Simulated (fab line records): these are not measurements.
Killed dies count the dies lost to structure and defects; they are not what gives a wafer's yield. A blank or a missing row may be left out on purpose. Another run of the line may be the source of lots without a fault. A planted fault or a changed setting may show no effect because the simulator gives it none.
fab line records / flow nand-harc
[record] lots = 6 wafers = 18 last-day = 33
route steps=1302 shown A_ONON_D2@546 END@1302
lots that met no fault: taken from a fault-free run of the same line
start-h: the number of hours between the record's first day and the start of the first shown wafer of the lot / wait-h: how many hours have passed since the lot's step before this one / " same as the row above / L1.1+2: one row covering several wafers at once / - either no value or no given start / * or withheld: withheld / < > ~ a bound
route shown NAME@n: NAME is a module with steps in the file, n the number in the route of the first one / usual: the fault-free wafers' mean and standard deviation / same: alike in all rows / chamber/n: place in a boat / sites: per-site readings / _std_site: standard deviation across them / _edge_site: mean of outer sites minus mean of inner sites / radius-mm: for every site, how far away it sits from the centre of the wafer / mask NAME#n: copy n / behind: the most recent tool/chamber to have shaped the wafer / hold: why the lot went on hold/how many hours it stayed there/how the hold came to an end / device: the n, p or np transistor that did not switch / end of line: the route-end tests of the same wafers / where a step has no rows: the recipe by itself / killed: count of dies lost to structure and defects at first sort (not the wafer's yield) / map: per-die view of a wafer (x killed, . not killed, _ where there is no die)
set.NAME: the setting the step ran with; set.NAME@STEP: the setting that earlier step ran with / model.NAME: the simulator's own value behind a step, which no gauge read
a table for each step, a row for each wafer; lots at some steps of the route
services: from which hour (start-h, from the record's first day; less than 0 if before it) a tool's chamber was out of use, for how many hours, and why
[[steps]]
[step NHARC_A_ONON_D2_THK_MEAS_02]
[recipe] thk-meas-gauge = ellipsometry
[usual] thk-nm = 1001/8.7
lot.wafer=L990.2 tool=film-metro-02 chamber=- start-h=309.32 wait-h=- thk-nm=993
lot.wafer=L990.3 tool=film-metro-02 chamber=- start-h=309.32 wait-h=- thk-nm=991
lot.wafer=L990.4 tool=film-metro-02 chamber=- start-h=309.32 wait-h=- thk-nm=993
lot.wafer=L992.1 tool=film-metro-01 chamber=- start-h=317.09 wait-h=- thk-nm=1011
lot.wafer=L992.4 tool=film-metro-01 chamber=- start-h=317.09 wait-h=- thk-nm=1010
lot.wafer=L992.6 tool=film-metro-01 chamber=- start-h=317.09 wait-h=- thk-nm=1010
lot.wafer=L101.3 tool=film-metro-01 chamber=- start-h=417.42 wait-h=- thk-nm=999
lot.wafer=L101.5 tool=film-metro-01 chamber=- start-h=417.42 wait-h=- thk-nm=999
lot.wafer=L101.6 tool=film-metro-01 chamber=- start-h=417.42 wait-h=- thk-nm=998
lot.wafer=L104.2 tool=film-metro-01 chamber=- start-h=434.67 wait-h=- thk-nm=993
lot.wafer=L104.3 tool=film-metro-01 chamber=- start-h=434.67 wait-h=- thk-nm=992
lot.wafer=L104.5 tool=film-metro-01 chamber=- start-h=434.67 wait-h=- thk-nm=990
lot.wafer=L109.2 tool=film-metro-01 chamber=- start-h=487.09 wait-h=- thk-nm=1001
lot.wafer=L109.3 tool=film-metro-01 chamber=- start-h=487.09 wait-h=- thk-nm=1003
lot.wafer=L109.6 tool=film-metro-01 chamber=- start-h=487.09 wait-h=- thk-nm=1003
lot.wafer=L110.1 tool=film-metro-01 chamber=- start-h=511.78 wait-h=- thk-nm=1002
lot.wafer=L110.4 tool=film-metro-01 chamber=- start-h=511.78 wait-h=- thk-nm=1000
lot.wafer=L110.5 tool=film-metro-01 chamber=- start-h=511.78 wait-h=- thk-nm=998
[step NHARC_A_ONON_D2_DEP_03]
[recipe] target-thk-a = 10000 n2-flow-sccm = 2750 n2o-flow-sccm = 2000 nh3-flow-sccm = 500 sih4-flow-sccm = 210 temp-c = 400
[step NHARC_A_ONON_D2_THK_MEAS_05]
[recipe] thk-meas-gauge = ellipsometry
[usual] thk-nm = 997/9.3
lot.wafer=L990.2 tool=film-metro-02 chamber=- start-h=309.89 wait-h=- thk-nm=990
lot.wafer=L990.3 tool=film-metro-02 chamber=- start-h=309.89 wait-h=- thk-nm=991
lot.wafer=L990.4 tool=film-metro-02 chamber=- start-h=309.89 wait-h=- thk-nm=994
lot.wafer=L992.1 tool=film-metro-02 chamber=- start-h=317.66 wait-h=- thk-nm=987
lot.wafer=L992.4 tool=film-metro-02 chamber=- start-h=317.66 wait-h=- thk-nm=985
lot.wafer=L992.6 tool=film-metro-02 chamber=- start-h=317.66 wait-h=- thk-nm=986
lot.wafer=L101.3 tool=film-metro-02 chamber=- start-h=417.98 wait-h=- thk-nm=1014
lot.wafer=L101.5 tool=film-metro-02 chamber=- start-h=417.98 wait-h=- thk-nm=1012
lot.wafer=L101.6 tool=film-metro-02 chamber=- start-h=417.98 wait-h=- thk-nm=1012
lot.wafer=L104.2 tool=film-metro-02 chamber=- start-h=435.24 wait-h=- thk-nm=985
lot.wafer=L104.3 tool=film-metro-02 chamber=- start-h=435.24 wait-h=- thk-nm=985
lot.wafer=L104.5 tool=film-metro-02 chamber=- start-h=435.24 wait-h=- thk-nm=984
lot.wafer=L109.2 tool=film-metro-02 chamber=- start-h=487.66 wait-h=- thk-nm=1004
lot.wafer=L109.3 tool=film-metro-02 chamber=- start-h=487.66 wait-h=- thk-nm=1005
lot.wafer=L109.6 tool=film-metro-02 chamber=- start-h=487.66 wait-h=- thk-nm=1005
lot.wafer=L110.1 tool=film-metro-02 chamber=- start-h=512.35 wait-h=- thk-nm=983
lot.wafer=L110.4 tool=film-metro-02 chamber=- start-h=512.35 wait-h=- thk-nm=984
lot.wafer=L110.5 tool=film-metro-02 chamber=- start-h=512.35 wait-h=- thk-nm=982
[step NHARC_A_ONON_D2_DEP_06]
[recipe] target-thk-a = 10000 n2-flow-sccm = 2750 n2o-flow-sccm = 2000 nh3-flow-sccm = 500 sih4-flow-sccm = 210 temp-c = 400
[step NHARC_A_ONON_D2_THK_MEAS_08]
[recipe] thk-meas-gauge = ellipsometry
[usual] thk-nm = 999/9.8
lot.wafer=L990.2 tool=film-metro-02 chamber=- start-h=310.46 wait-h=- thk-nm=997
lot.wafer=L990.3 tool=film-metro-02 chamber=- start-h=310.46 wait-h=- thk-nm=999
lot.wafer=L990.4 tool=film-metro-02 chamber=- start-h=310.46 wait-h=- thk-nm=997
lot.wafer=L992.1 tool=film-metro-02 chamber=- start-h=318.23 wait-h=- thk-nm=997
lot.wafer=L992.4 tool=film-metro-02 chamber=- start-h=318.23 wait-h=- thk-nm=997
lot.wafer=L992.6 tool=film-metro-02 chamber=- start-h=318.23 wait-h=- thk-nm=997
lot.wafer=L101.3 tool=film-metro-01 chamber=- start-h=418.55 wait-h=- thk-nm=992
lot.wafer=L101.5 tool=film-metro-01 chamber=- start-h=418.55 wait-h=- thk-nm=994
lot.wafer=L101.6 tool=film-metro-01 chamber=- start-h=418.55 wait-h=- thk-nm=993
lot.wafer=L104.2 tool=film-metro-01 chamber=- start-h=435.80 wait-h=- thk-nm=999
lot.wafer=L104.3 tool=film-metro-01 chamber=- start-h=435.80 wait-h=- thk-nm=999
lot.wafer=L104.5 tool=film-metro-01 chamber=- start-h=435.80 wait-h=- thk-nm=999
lot.wafer=L109.2 tool=film-metro-01 chamber=- start-h=488.23 wait-h=- thk-nm=1011
lot.wafer=L109.3 tool=film-metro-01 chamber=- start-h=488.23 wait-h=- thk-nm=1012
lot.wafer=L109.6 tool=film-metro-01 chamber=- start-h=488.23 wait-h=- thk-nm=1012
lot.wafer=L110.1 tool=film-metro-02 chamber=- start-h=512.92 wait-h=- thk-nm=996
lot.wafer=L110.4 tool=film-metro-02 chamber=- start-h=512.92 wait-h=- thk-nm=993
lot.wafer=L110.5 tool=film-metro-02 chamber=- start-h=512.92 wait-h=- thk-nm=994
[step NHARC_A_ONON_D2_DEP_09]
[recipe] target-thk-a = 10000 n2-flow-sccm = 2750 n2o-flow-sccm = 2000 nh3-flow-sccm = 500 sih4-flow-sccm = 210 temp-c = 400
[step NHARC_A_ONON_D2_THK_MEAS_11]
[recipe] thk-meas-gauge = ellipsometry
[usual] thk-nm = 1002/9.7
lot.wafer=L990.2 tool=film-metro-02 chamber=- start-h=311.02 wait-h=- thk-nm=992
lot.wafer=L990.3 tool=film-metro-02 chamber=- start-h=311.02 wait-h=- thk-nm=992
lot.wafer=L990.4 tool=film-metro-02 chamber=- start-h=311.02 wait-h=- thk-nm=992
lot.wafer=L992.1 tool=film-metro-02 chamber=- start-h=318.80 wait-h=- thk-nm=998
lot.wafer=L992.4 tool=film-metro-02 chamber=- start-h=318.80 wait-h=- thk-nm=996
lot.wafer=L992.6 tool=film-metro-02 chamber=- start-h=318.80 wait-h=- thk-nm=997
lot.wafer=L101.3 tool=film-metro-01 chamber=- start-h=419.12 wait-h=- thk-nm=1015
lot.wafer=L101.5 tool=film-metro-01 chamber=- start-h=419.12 wait-h=- thk-nm=1014
lot.wafer=L101.6 tool=film-metro-01 chamber=- start-h=419.12 wait-h=- thk-nm=1013
lot.wafer=L104.2 tool=film-metro-02 chamber=- start-h=436.36 wait-h=- thk-nm=1006
lot.wafer=L104.3 tool=film-metro-02 chamber=- start-h=436.36 wait-h=- thk-nm=1004
lot.wafer=L104.5 tool=film-metro-02 chamber=- start-h=436.36 wait-h=- thk-nm=1006
lot.wafer=L109.2 tool=film-metro-02 chamber=- start-h=488.80 wait-h=- thk-nm=1014
lot.wafer=L109.3 tool=film-metro-02 chamber=- start-h=488.80 wait-h=- thk-nm=1014
lot.wafer=L109.6 tool=film-metro-02 chamber=- start-h=488.80 wait-h=- thk-nm=1014
lot.wafer=L110.1 tool=film-metro-01 chamber=- start-h=513.49 wait-h=- thk-nm=1011
lot.wafer=L110.4 tool=film-metro-01 chamber=- start-h=513.49 wait-h=- thk-nm=1011
lot.wafer=L110.5 tool=film-metro-01 chamber=- start-h=513.49 wait-h=- thk-nm=1011
[step NHARC_A_ONON_D2_DEP_12]
[recipe] target-thk-a = 10000 n2-flow-sccm = 2750 n2o-flow-sccm = 2000 nh3-flow-sccm = 500 sih4-flow-sccm = 210 temp-c = 400
[step NHARC_A_ONON_D2_THK_MEAS_14]
[recipe] thk-meas-gauge = ellipsometry
[usual] thk-nm = 997/12
lot.wafer=L990.2 tool=film-metro-01 chamber=- start-h=311.59 wait-h=- thk-nm=1000
lot.wafer=L990.3 tool=film-metro-01 chamber=- start-h=311.59 wait-h=- thk-nm=998
lot.wafer=L990.4 tool=film-metro-01 chamber=- start-h=311.59 wait-h=- thk-nm=1000
lot.wafer=L992.1 tool=film-metro-01 chamber=- start-h=319.37 wait-h=- thk-nm=987
lot.wafer=L992.4 tool=film-metro-01 chamber=- start-h=319.37 wait-h=- thk-nm=987
lot.wafer=L992.6 tool=film-metro-01 chamber=- start-h=319.37 wait-h=- thk-nm=987
lot.wafer=L101.3 tool=film-metro-02 chamber=- start-h=419.68 wait-h=- thk-nm=1004
lot.wafer=L101.5 tool=film-metro-02 chamber=- start-h=419.68 wait-h=- thk-nm=1002
lot.wafer=L101.6 tool=film-metro-02 chamber=- start-h=419.68 wait-h=- thk-nm=1004
lot.wafer=L104.2 tool=film-metro-02 chamber=- start-h=436.93 wait-h=- thk-nm=1006
lot.wafer=L104.3 tool=film-metro-02 chamber=- start-h=436.93 wait-h=- thk-nm=1007
lot.wafer=L104.5 tool=film-metro-02 chamber=- start-h=436.93 wait-h=- thk-nm=1005
lot.wafer=L109.2 tool=film-metro-01 chamber=- start-h=489.36 wait-h=- thk-nm=994
lot.wafer=L109.3 tool=film-metro-01 chamber=- start-h=489.36 wait-h=- thk-nm=992
lot.wafer=L109.6 tool=film-metro-01 chamber=- start-h=489.36 wait-h=- thk-nm=993
lot.wafer=L110.1 tool=film-metro-02 chamber=- start-h=514.05 wait-h=- thk-nm=978
lot.wafer=L110.4 tool=film-metro-02 chamber=- start-h=514.05 wait-h=- thk-nm=978
lot.wafer=L110.5 tool=film-metro-02 chamber=- start-h=514.05 wait-h=- thk-nm=978
[step NHARC_A_ONON_D2_ANNEAL_15]
[recipe] temp-c = 750 time-s = 3600
[step NHARC_A_ONON_D2_DEP_16]
[recipe] target-thk-a = 10000 n2-flow-sccm = 2750 n2o-flow-sccm = 2000 nh3-flow-sccm = 500 sih4-flow-sccm = 210 temp-c = 400
[step NHARC_A_ONON_D2_THK_MEAS_18]
[recipe] thk-meas-gauge = ellipsometry
[usual] thk-nm = 1003/7.8
lot.wafer=L990.2 tool=film-metro-01 chamber=- start-h=321.99 wait-h=- thk-nm=1004
lot.wafer=L990.3 tool=film-metro-01 chamber=- start-h=321.99 wait-h=- thk-nm=1002
lot.wafer=L990.4 tool=film-metro-01 chamber=- start-h=321.99 wait-h=- thk-nm=1003
lot.wafer=L992.1 tool=film-metro-02 chamber=- start-h=327.12 wait-h=- thk-nm=1003
lot.wafer=L992.4 tool=film-metro-02 chamber=- start-h=327.12 wait-h=- thk-nm=1004
lot.wafer=L992.6 tool=film-metro-02 chamber=- start-h=327.12 wait-h=- thk-nm=1004
lot.wafer=L101.3 tool=film-metro-01 chamber=- start-h=427.41 wait-h=- thk-nm=1022
lot.wafer=L101.5 tool=film-metro-01 chamber=- start-h=427.41 wait-h=- thk-nm=1023
lot.wafer=L101.6 tool=film-metro-01 chamber=- start-h=427.41 wait-h=- thk-nm=1021
lot.wafer=L104.2 tool=film-metro-01 chamber=- start-h=441.86 wait-h=- thk-nm=997
lot.wafer=L104.3 tool=film-metro-01 chamber=- start-h=441.86 wait-h=- thk-nm=997
lot.wafer=L104.5 tool=film-metro-01 chamber=- start-h=441.86 wait-h=- thk-nm=998
lot.wafer=L109.2 tool=film-metro-01 chamber=- start-h=497.07 wait-h=- thk-nm=1001
lot.wafer=L109.3 tool=film-metro-01 chamber=- start-h=497.07 wait-h=- thk-nm=1001
lot.wafer=L109.6 tool=film-metro-01 chamber=- start-h=497.07 wait-h=- thk-nm=999
lot.wafer=L110.1 tool=film-metro-01 chamber=- start-h=521.77 wait-h=- thk-nm=1004
lot.wafer=L110.4 tool=film-metro-01 chamber=- start-h=521.77 wait-h=- thk-nm=1002
lot.wafer=L110.5 tool=film-metro-01 chamber=- start-h=521.77 wait-h=- thk-nm=1003
[step NHARC_A_ONON_D2_DEP_19]
[recipe] target-thk-a = 10000 n2-flow-sccm = 2750 n2o-flow-sccm = 2000 nh3-flow-sccm = 500 sih4-flow-sccm = 210 temp-c = 400
[usual] nh3-flow-sccm = 499.6/1.3
lot.wafer=L990.2 tool=pecvd-onon-02 chamber=0 start-h=322.10 wait-h=0.1 nh3-flow-sccm=500.1
lot.wafer=L990.3 tool=pecvd-onon-02 chamber=0 start-h=322.10 wait-h=0.1 nh3-flow-sccm=497.5
lot.wafer=L990.4 tool=pecvd-onon-02 chamber=0 start-h=322.10 wait-h=0.1 nh3-flow-sccm=499.6
lot.wafer=L992.1 tool=pecvd-onon-02 chamber=0 start-h=327.18 wait-h=0.1 nh3-flow-sccm=497.3
lot.wafer=L992.4 tool=pecvd-onon-02 chamber=0 start-h=327.18 wait-h=0.1 nh3-flow-sccm=499.6
lot.wafer=L992.6 tool=pecvd-onon-02 chamber=0 start-h=327.18 wait-h=0.1 nh3-flow-sccm=500.1
lot.wafer=L101.3 tool=pecvd-onon-04 chamber=0 start-h=427.58 wait-h=0.2 nh3-flow-sccm=499.8
lot.wafer=L101.5 tool=pecvd-onon-04 chamber=0 start-h=427.58 wait-h=0.2 nh3-flow-sccm=499.8
lot.wafer=L101.6 tool=pecvd-onon-04 chamber=0 start-h=427.58 wait-h=0.2 nh3-flow-sccm=500.8
lot.wafer=L104.2 tool=pecvd-onon-02 chamber=0 start-h=441.97 wait-h=0.1 nh3-flow-sccm=501.4
lot.wafer=L104.3 tool=pecvd-onon-02 chamber=0 start-h=441.97 wait-h=0.1 nh3-flow-sccm=499.7
lot.wafer=L104.5 tool=pecvd-onon-02 chamber=0 start-h=441.97 wait-h=0.1 nh3-flow-sccm=498.5
lot.wafer=L109.2 tool=pecvd-onon-02 chamber=0 start-h=497.18 wait-h=0.1 nh3-flow-sccm=501.2
lot.wafer=L109.3 tool=pecvd-onon-02 chamber=0 start-h=497.18 wait-h=0.1 nh3-flow-sccm=499.0
lot.wafer=L109.6 tool=pecvd-onon-02 chamber=0 start-h=497.18 wait-h=0.1 nh3-flow-sccm=499.3
lot.wafer=L110.1 tool=pecvd-onon-04 chamber=0 start-h=521.83 wait-h=0.1 nh3-flow-sccm=500.4
lot.wafer=L110.4 tool=pecvd-onon-04 chamber=0 start-h=521.83 wait-h=0.1 nh3-flow-sccm=499.4
lot.wafer=L110.5 tool=pecvd-onon-04 chamber=0 start-h=521.83 wait-h=0.1 nh3-flow-sccm=499.6
[step NHARC_A_ONON_D2_THK_MEAS_21]
[recipe] thk-meas-gauge = ellipsometry
[usual] thk-nm = 1001/8.6
lot.wafer=L990.2 tool=film-metro-01 chamber=- start-h=322.56 wait-h=- thk-nm=1488
lot.wafer=L990.3 tool=film-metro-01 chamber=- start-h=322.56 wait-h=- thk-nm=1489
lot.wafer=L990.4 tool=film-metro-01 chamber=- start-h=322.56 wait-h=- thk-nm=1488
lot.wafer=L992.1 tool=film-metro-01 chamber=- start-h=327.69 wait-h=- thk-nm=1509
lot.wafer=L992.4 tool=film-metro-01 chamber=- start-h=327.69 wait-h=- thk-nm=1507
lot.wafer=L992.6 tool=film-metro-01 chamber=- start-h=327.69 wait-h=- thk-nm=1507
lot.wafer=L101.3 tool=film-metro-02 chamber=- start-h=427.97 wait-h=- thk-nm=1002
lot.wafer=L101.5 tool=film-metro-02 chamber=- start-h=427.97 wait-h=- thk-nm=1000
lot.wafer=L101.6 tool=film-metro-02 chamber=- start-h=427.97 wait-h=- thk-nm=999
lot.wafer=L104.2 tool=film-metro-01 chamber=- start-h=442.43 wait-h=- thk-nm=1012
lot.wafer=L104.3 tool=film-metro-01 chamber=- start-h=442.43 wait-h=- thk-nm=1013
lot.wafer=L104.5 tool=film-metro-01 chamber=- start-h=442.43 wait-h=- thk-nm=1013
lot.wafer=L109.2 tool=film-metro-01 chamber=- start-h=497.63 wait-h=- thk-nm=1013
lot.wafer=L109.3 tool=film-metro-01 chamber=- start-h=497.63 wait-h=- thk-nm=1012
lot.wafer=L109.6 tool=film-metro-01 chamber=- start-h=497.63 wait-h=- thk-nm=1013
lot.wafer=L110.1 tool=film-metro-01 chamber=- start-h=522.34 wait-h=- thk-nm=991
lot.wafer=L110.4 tool=film-metro-01 chamber=- start-h=522.34 wait-h=- thk-nm=989
lot.wafer=L110.5 tool=film-metro-01 chamber=- start-h=522.34 wait-h=- thk-nm=988
[step NHARC_A_ONON_D2_DEP_22]
[recipe] target-thk-a = 10000 n2-flow-sccm = 2750 n2o-flow-sccm = 2000 nh3-flow-sccm = 500 sih4-flow-sccm = 210 temp-c = 400
[step NHARC_END_SORT_01]
[recipe] temp-c = 25
[usual] killed-at-array = 52/18 killed-at-other = 1.0/1.4 killed-at-periphery = 3.1/2.3 killed-dies = 56/17 killed-open = 3.0/1.7 killed-short = 2.5/1.7
[same] gross-dies = 677
lot.wafer=L992.1 tool=prober-02 chamber=0 start-h=603.90 wait-h=2.5 killed-at-array=674 killed-at-other=1 killed-at-periphery=2 killed-dies=677 killed-open=4 killed-short=9
lot.wafer=L992.4 tool=prober-02 chamber=0 start-h=606.33 wait-h=3.4 killed-at-array=676 killed-at-other=1 killed-at-periphery=0 killed-dies=677 killed-open=4 killed-short=1
lot.wafer=L992.6 tool=prober-02 chamber=0 start-h=607.95 wait-h=4.0 killed-at-array=675 killed-at-other=1 killed-at-periphery=1 killed-dies=677 killed-open=5 killed-short=4
lot.wafer=L990.2 tool=prober-01 chamber=0 start-h=604.73 wait-h=2.8 killed-at-array=673 killed-at-other=2 killed-at-periphery=2 killed-dies=677 killed-open=3 killed-short=1
lot.wafer=L990.3 tool=prober-01 chamber=0 start-h=605.53 wait-h=3.1 killed-at-array=673 killed-at-other=0 killed-at-periphery=4 killed-dies=677 killed-open=2 killed-short=1
lot.wafer=L990.4 tool=prober-01 chamber=0 start-h=606.33 wait-h=3.4 killed-at-array=674 killed-at-other=1 killed-at-periphery=2 killed-dies=677 killed-open=2 killed-short=1
lot.wafer=L104.5 tool=prober-01 chamber=0 start-h=713.05 wait-h=3.7 killed-at-array=57 killed-at-other=0 killed-at-periphery=4 killed-dies=61 killed-open=3 killed-short=5
// killed by level:class
L992.1 A_ONON_D2:area-dep=640 A_CHANNEL_HOLE_D2:chamber-film-flake=8 A_STAIRCASE:chamber-film-flake=5 A_CHANNEL_HOLE_D1:chamber-film-flake=4 A_CONTACT:chamber-film-flake=4 A_SGD_CUT:geometric-particle:short=3 A_ONON_D1:geometric-particle:open=2 A_ONON_D1:geometric-particle:short=2
L990.2 A_ONON_D2:area-dep=641 A_CHANNEL_HOLE_D2:chamber-film-flake=10 A_STAIRCASE:chamber-film-flake=5 A_CONTACT:chamber-film-flake=5 A_ZERO_WELL:chamber-film-flake=4 A_CHANNEL_HOLE_D1:chamber-film-flake=2 THIN_TSV:chamber-film-flake=2 P_STI:geometric-particle:open=1
L990.3 A_ONON_D2:area-dep=645 A_CHANNEL_HOLE_D2:chamber-film-flake=12 A_STAIRCASE:chamber-film-flake=7 A_CHANNEL_FILL_D1:chamber-film-flake=2 A_CONTACT:chamber-film-flake=2 A_CHANNEL_HOLE_D2:geometric-particle:short=1 A_WL_FILL:geometric-particle:open=1 A_M1:geometric-particle:open=1
L992.4 A_ONON_D2:area-dep=654 A_CHANNEL_HOLE_D2:chamber-film-flake=5 A_STAIRCASE:chamber-film-flake=5 A_CHANNEL_HOLE_D1:chamber-film-flake=4 A_DECK1_JOINT:chamber-film-flake=2 A_ONON_D1:geometric-particle:open=1 A_ONON_D1:geometric-particle:short=1 A_CHANNEL_FILL_D1:geometric-particle:open=1
L990.4 A_ONON_D2:area-dep=649 A_CHANNEL_HOLE_D2:chamber-film-flake=8 A_CONTACT:chamber-film-flake=8 A_STAIRCASE:chamber-film-flake=3 A_CHANNEL_HOLE_D1:geometric-particle:open=1 A_CHANNEL_FILL_D1:geometric-particle:open=1 P_STI:chamber-film-flake=1 A_BLC:geometric-particle:short=1
L992.6 A_ONON_D2:area-dep=636 A_CHANNEL_HOLE_D2:chamber-film-flake=11 A_CONTACT:chamber-film-flake=8 A_CHANNEL_HOLE_D1:chamber-film-flake=4 A_STAIRCASE:chamber-film-flake=3 A_CHANNEL_FILL_D1:geometric-particle:open=2 A_ONON_D2:geometric-particle:short=2 A_CHANNEL_FILL_D1:chamber-film-flake=2
L104.5 A_CHANNEL_HOLE_D1:chamber-film-flake=29 A_CONTACT:chamber-film-flake=13 A_STAIRCASE:chamber-film-flake=5 A_SLIT:chamber-film-flake=4 A_WL_FILL:geometric-particle:short=2 P_STI:geometric-particle:short=1 P_CONTACT:geometric-particle:open=1 P_M0:geometric-particle:short=1
// map L990.2 (x killed, . not)
____________x____________
_________xxxxxxx_________
_______xxxxxxxxxxx_______
______xxxxxxxxxxxxx______
_____xxxxxxxxxxxxxxx_____
____xxxxxxxxxxxxxxxxx____
____xxxxxxxxxxxxxxxxx____
___xxxxxxxxxxxxxxxxxxx___
___xxxxxxxxxxxxxxxxxxx___
__xxxxxxxxxxxxxxxxxxxxx__
__xxxxxxxxxxxxxxxxxxxxx__
_xxxxxxxxxxxxxxxxxxxxxxx_
_xxxxxxxxxxxxxxxxxxxxxxx_
_xxxxxxxxxxxxxxxxxxxxxxx_
_xxxxxxxxxxxxxxxxxxxxxxx_
_xxxxxxxxxxxxxxxxxxxxxxx_
xxxxxxxxxxxxxxxxxxxxxxxxx
xxxxxxxxxxxxxxxxxxxxxxxxx
xxxxxxxxxxxxxxxxxxxxxxxxx
xxxxxxxxxxxxxxxxxxxxxxxxx
xxxxxxxxxxxxxxxxxxxxxxxxx
_xxxxxxxxxxxxxxxxxxxxxxx_
_xxxxxxxxxxxxxxxxxxxxxxx_
_xxxxxxxxxxxxxxxxxxxxxxx_
_xxxxxxxxxxxxxxxxxxxxxxx_
_xxxxxxxxxxxxxxxxxxxxxxx_
__xxxxxxxxxxxxxxxxxxxxx__
__xxxxxxxxxxxxxxxxxxxxx__
___xxxxxxxxxxxxxxxxxxx___
___xxxxxxxxxxxxxxxxxxx___
____xxxxxxxxxxxxxxxxx____
____xxxxxxxxxxxxxxxxx____
_____xxxxxxxxxxxxxxx_____
______xxxxxxxxxxxxx______
_______xxxxxxxxxxx_______
_________xxxxxxx_________
____________x____________
// map L992.1 (x killed, . not)
____________x____________
_________xxxxxxx_________
_______xxxxxxxxxxx_______
______xxxxxxxxxxxxx______
_____xxxxxxxxxxxxxxx_____
____xxxxxxxxxxxxxxxxx____
____xxxxxxxxxxxxxxxxx____
___xxxxxxxxxxxxxxxxxxx___
___xxxxxxxxxxxxxxxxxxx___
__xxxxxxxxxxxxxxxxxxxxx__
__xxxxxxxxxxxxxxxxxxxxx__
_xxxxxxxxxxxxxxxxxxxxxxx_
_xxxxxxxxxxxxxxxxxxxxxxx_
_xxxxxxxxxxxxxxxxxxxxxxx_
_xxxxxxxxxxxxxxxxxxxxxxx_
_xxxxxxxxxxxxxxxxxxxxxxx_
xxxxxxxxxxxxxxxxxxxxxxxxx
xxxxxxxxxxxxxxxxxxxxxxxxx
xxxxxxxxxxxxxxxxxxxxxxxxx
xxxxxxxxxxxxxxxxxxxxxxxxx
xxxxxxxxxxxxxxxxxxxxxxxxx
_xxxxxxxxxxxxxxxxxxxxxxx_
_xxxxxxxxxxxxxxxxxxxxxxx_
_xxxxxxxxxxxxxxxxxxxxxxx_
_xxxxxxxxxxxxxxxxxxxxxxx_
_xxxxxxxxxxxxxxxxxxxxxxx_
__xxxxxxxxxxxxxxxxxxxxx__
__xxxxxxxxxxxxxxxxxxxxx__
___xxxxxxxxxxxxxxxxxxx___
___xxxxxxxxxxxxxxxxxxx___
____xxxxxxxxxxxxxxxxx____
____xxxxxxxxxxxxxxxxx____
_____xxxxxxxxxxxxxxx_____
______xxxxxxxxxxxxx______
_______xxxxxxxxxxx_______
_________xxxxxxx_________
____________x____________
[[services]]
tool=pecvd-onon-04 chamber=- start-h=311.24 hours=13.0 kind=pm
tool=pecvd-onon-02 chamber=- start-h=366.34 hours=13.0 kind=pm
tool=pecvd-onon-04 chamber=- start-h=492.24 hours=13.0 kind=pm
[[key]]
[first-sign] step = NHARC_A_ONON_D2_THK_MEAS_21 reading = thk-nm direction = up sigmas = 58 usual = 1001 struck = 1498
[effect] step = NHARC_END_SORT_01 reading = killed-dies direction = up sigmas = 36 usual = 56 struck = 677
[more-kills-born-at] NHARC_A_ONON_D2_DEP_19@pecvd-onon-02 = 3865
met-at NHARC_A_ONON_D2_DEP_19
struck-wafers L990.2,L990.3,L990.4,L992.1,L992.4,L992.6
later-rows-left-out L990.2,L990.3,L990.4,L992.1,L992.4,L992.6
tester-left-out L990,L992
[fault] kind = process-parameter-drift tool = pecvd-onon-02 chamber = 0 onset-h = 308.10 steps = NHARC_A_ONON_D2_DEP_19 channel = target-thk-a offset = * shape = step end-h = 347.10 acts-in = * stated = *
// tester-left-out: of these lots the tester's yield and bins aren't shown, on N5 and GAA mostly nor the transistor test; their killed dies are dies lost to structure and defects alone, not to doping, threshold or leakage, so they don't give the yield
// later-rows-left-out: the simulator's readings of these wafers behind a module that went badly wrong aren't trusted and aren't shown, but for the sort
